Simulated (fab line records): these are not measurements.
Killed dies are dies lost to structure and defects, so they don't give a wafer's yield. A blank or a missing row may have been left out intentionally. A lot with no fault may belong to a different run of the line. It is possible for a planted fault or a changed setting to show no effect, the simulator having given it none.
A lot that was struck, set against a sound lot | flow nand harc | 14 steps out of a route of 1302
Sound: the wafers L275.3, L275.5, L275.6. Struck: wafer L273.6 (L273.4, L273.5, from the same lot, were not struck and are left out); the cause is given at the end.
Per side, at each step with rows, come the tool, then ch with its chambers, and then its first start. Under that, the readings that differ: sound wafers | struck wafers | difference of the means | sigmas: that difference in standard deviations of wafers without a fault.
alike: readings with means less than 2 such deviations apart, plus words and numbers identical on both sides. not compared: withheld readings, readings lacking a value on some wafer, bounds such as >300 that could conceal the same value, and numbers that have no deviation in the record and whose values overlap.
A row with sigmas, a row that says differs or no value, or rows on one side alone: a step with any of these is where the two part. When numbers do not overlap yet have no deviation, they are printed without sigmas and do not part them. A reading missing from all wafers of one side parts the sides only when that side holds two or more wafers.

NHARC_A_WL_FILL_CVD_03: deposits W, target thk 40 nm, time 279 s.
  sound on cvd w-01 ch 0,1, day 28 07:28; struck on cvd w-02 ch 1, day 28 07:30
  alike: heater power w, throttle valve pct
then, 1 step without rows for these wafers: NHARC_A_WL_FILL_ETCHBACK_04 (etches the open film in NF3, target depth 60 nm, time 120 s).
NHARC_A_WL_FILL_ETCHBACK_05: etches the open film in Cl2/BCl3, target depth 22 nm, time 60 s.
  sound on rie metal-01 ch 0,1, day 28 07:58; struck on rie metal-03 ch 1, day 28 08:02
  reading                     | sound       | struck | difference | sigmas
  drypump motor current A (A) | 6.4 6.4 5.8 | 4.7    | -1.5       | -2
  alike: oes product au
  not compared: rf hours counter h
NHARC_A_WL_FILL_STRIP_27: strips in N2/H2, time 20 s.
  sound on plasma asher-01 ch 0,1, day 28 08:07; struck on plasma asher-02 ch 1, day 28 08:13
  reading                     | sound          | struck | difference | sigmas
  drypump motor current A (A) | 5.44 5.44 5.58 | 4.77   | -0.72      | -2
  alike: heater power w
  not compared: rf hours counter h
then, 4 steps without rows for these wafers: NHARC_A_WL_FILL_STRIP_28 (strips in post etch residue remover, time 1200 s); NHARC_A_WL_FILL_PRECLEAN_06 (cleans in DIW, time 300 s); NHARC_A_WL_FILL_SRD_07; NHARC_A_WL_FILL_ANNEAL_08 (time 1800 s).
NHARC_A_WL_FILL_ALD_10: deposits SiO2, target thk 50 nm, pulse time 10 s, ald cycles 500.
  sound on ald hk-04 ch 0,1,3, day 28 16:08; struck on ald hk-03 ch 2, day 28 18:14
  alike: heater power w, precursor pulse height rel
then, 1 step without rows for these wafers: NHARC_A_WL_FILL_ETCHBACK_16 (etches the open film in C4F8/O2/Ar, target depth 120 nm, time 24 s).
NHARC_A_WL_FILL_STRIP_29: strips in O2, time 20 s.
  sound on rie diel-02 ch 0,1,3, day 28 19:53; struck on rie diel-03 ch 0, day 28 20:55
  reading                | sound                | struck | difference | sigmas
  throttle valve pct (%) | 17.033 17.034 17.040 | 17.059 | +0.023     | +3
  alike: drypump motor current A, oes product au, rf vpp V, showerhead plenum p Torr
  not compared: rf hours counter h
NHARC_A_WL_FILL_ETCHBACK_17: etches the open film in Cl2/BCl3, target depth 4 nm, time 26.7 s.
  sound on rie metal-03 ch 0,1, day 28 20:02; struck on rie metal-02 ch 0, day 28 21:03
  reading               | sound             | struck | difference | sigmas
  oes product au (a.u.) | 1.002 0.999 1.005 | 0.848  | -0.154     | -15
  alike: drypump motor current A
  not compared: rf hours counter h
then, 1 step without rows for these wafers: NHARC_A_WL_FILL_PRECLEAN_18 (cleans in dHF, time 30 s).
-- jump in the record: it breaks off in module A_WL_FILL and resumes in module END (first step shown: number 1302 of the route), and 4 days separate the struck wafers' starts before and after --
NHARC_END_SORT_01:
  only the struck wafers appear in the record here, on prober-01 ch 0 at day 32 19:44; the sound ones have no rows

== WHERE THEY PART ==
Last at NHARC_END_SORT_01 as far as this record goes, first at NHARC_A_WL_FILL_ETCHBACK_05.

WHY: whatever the simulator had introduced
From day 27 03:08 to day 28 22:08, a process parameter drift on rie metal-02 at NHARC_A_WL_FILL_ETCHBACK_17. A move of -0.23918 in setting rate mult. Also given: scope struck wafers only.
